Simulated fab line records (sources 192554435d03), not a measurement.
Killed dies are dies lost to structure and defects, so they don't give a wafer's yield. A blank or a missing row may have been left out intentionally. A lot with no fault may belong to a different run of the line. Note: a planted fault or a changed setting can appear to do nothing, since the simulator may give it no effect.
Which tool did it? -- flow n5 finfet -- Sampling: 10 lots, 29 wafers, 2 of 1938 route steps

WHAT EACH GAUGE READ, for each wafer
N5_BEOL_M3_OCD_MEAS_38.
lot,measured,on,trench depth nm (nm)
L734,day 8 23:46,ocd-02,55.0 55.2
L735,day 9 10:30,ocd-02,54.5 55.4 54.0
L738,day 9 17:01,ocd-02,54.2 55.8 53.9
L741,day 9 21:19,ocd-02,54.6 54.4 53.9
L743,day 10 09:04,ocd-02,55.6 54.5 56.0
L747,day 12 02:57,ocd-02,39.3 38.7 40.3
L750,day 12 14:12,ocd-02,39.6 40.0 38.7
L751,day 12 20:17,ocd-02,39.6 39.4 37.7
L753,day 13 00:02,ocd-02,55.0 55.8 54.5
L752,day 13 10:54,ocd-02,54.5 55.5 54.8

WHAT TOOL EACH LOT RAN ON (gives the tool, then ch and the chambers of the sampled wafers, and finally the start)
lot,N5_BEOL_M3_TRENCH_ETCH_37
L734,"rie diel-01 ch 1,2, day 8 23:37"
L735,"rie diel-04 ch 0,1, day 9 10:21"
L738,"rie diel-04 ch 2,3, day 9 16:52"
L741,"rie diel-05 ch 0,1,3, day 9 21:10"
L743,"rie diel-01 ch 0,1,2, day 10 08:53"
L747,"rie diel-04 ch 0,2,3, day 12 02:47"
L750,"rie diel-04 ch 2,3, day 12 14:03"
L751,"rie diel-04 ch 0,2,3, day 12 20:08"
L753,"rie diel-01 ch 0, day 12 23:40"
L752,"rie diel-01 ch 0,1,2, day 13 10:45"
- N5_BEOL_M3_TRENCH_ETCH_37: etches SiOC in C4F6/O2, target depth 55.555 nm, time 29.2 s.

THE ANSWER, worked out from the rows above alone
Rule: usual is defined by the lots themselves. The widest of any qualifying gaps counts: lots, ordered by their means at a reading, are off when they make up no more than a third of the lots, leave a main group of 4 or more, and stand apart from it by 3 or more times the standard deviation of that group's means. A main group whose means are all the same, to the digits that the tables above print for the reading, isn't used. A lot without any number at a reading at which 4 lots or more have one is off too. Any other lot the step has rows for is counted as sound.
Off: L747, L750, L751, at N5_BEOL_M3_OCD_MEAS_38 (trench depth nm). The main group has a mean of 54.9 nm with a standard deviation of 0.34.
A tool fits if, at a process step before that reading, it ran every lot that is off, and no sound lot after the first of them. The gauges at N5_BEOL_M3_OCD_MEAS_38 are tried like those tools. One fits: rie diel-04 at N5_BEOL_M3_TRENCH_ETCH_37. A fault onset in the window from L738 (day 9 16:52, its last sound lot) to L747 (day 12 02:47, its first lot off) fits.

WHAT THE SIMULATOR PUT IN
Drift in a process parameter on rie diel-04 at N5_BEOL_M3_TRENCH_ETCH_37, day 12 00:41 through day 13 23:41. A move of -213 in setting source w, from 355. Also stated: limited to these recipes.
Shown lots that were struck: L747, L750, L751. The rule above found the same.
